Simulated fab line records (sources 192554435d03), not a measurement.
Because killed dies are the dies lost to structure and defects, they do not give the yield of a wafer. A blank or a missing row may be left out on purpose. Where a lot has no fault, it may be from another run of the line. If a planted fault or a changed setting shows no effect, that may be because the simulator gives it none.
Chamber matching | flow n5-finfet | N5_BEOL_M12_TRENCH_ETCH_34 on rie-diel-02: 4 sister chambers
The step etches SiOC in C4F8/O2/Ar, target depth 318.95 nm, time 125.5 s. 8 wafers are shown with their chamber, then 10 later ones without.

## WAFERS WITH THEIR CHAMBER
wafer  | chamber | drypump-motor-current-A (A) | throttle-valve-pct (%)
L077.4 | 3       | 6.6                         | 24.12
L082.2 | 3       | 6.5                         | 24.13
L088.3 | 2       | 5.6                         | 24.04
L085.4 | 1       | 6.0                         | 23.79
L085.5 | 2       | 5.6                         | 24.02
L085.6 | 0       | 6.1                         | 23.85
L091.3 | 1       | 5.9                         | 23.83
L091.4 | 0       | 6.2                         | 23.86

## WAFERS WITH NO CHAMBER GIVEN
wafer  | drypump-motor-current-A (A) | throttle-valve-pct (%)
L091.6 | 6.6                         | 23.88
L090.2 | 5.9                         | 23.80
L090.3 | 6.1                         | 23.86
L090.5 | 5.9                         | 23.81
L092.2 | 6.1                         | 23.88
L092.4 | 5.9                         | 23.80
L092.6 | 5.6                         | 24.05
L096.2 | 6.6                         | 23.88
L096.3 | 5.9                         | 23.82
L096.5 | 5.6                         | 24.04

## WHICH CHAMBER EACH WENT THROUGH
wafer  | from the rows above | in truth
L091.6 | 0                   | 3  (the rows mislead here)
L090.2 | 1                   | 1
L090.3 | 0                   | 0
L090.5 | 1                   | 1
L092.2 | 0                   | 0
L092.4 | 1                   | 1
L092.6 | 2                   | 2
L096.2 | 0                   | 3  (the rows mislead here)
L096.3 | 1                   | 1
L096.5 | 2                   | 2
8 of 10 placed correctly. From these rows, 0 cannot be placed. Placed wrongly: 2.
How it was worked out, from the rows above alone: a wafer's distance from a chamber is the root of the sum, over the readings, of the square of ((its reading less the chamber's mean) divided by the reading's scatter). The wafer belongs to the nearest chamber; if the next one is less than 2 further off, it can't be placed. The mean given for a chamber averages the wafers shown for that chamber. The scatter is the square root of a quotient: the sum, over the shown wafers, of each reading's squared deviation from its chamber's mean, divided by wafers minus chambers.
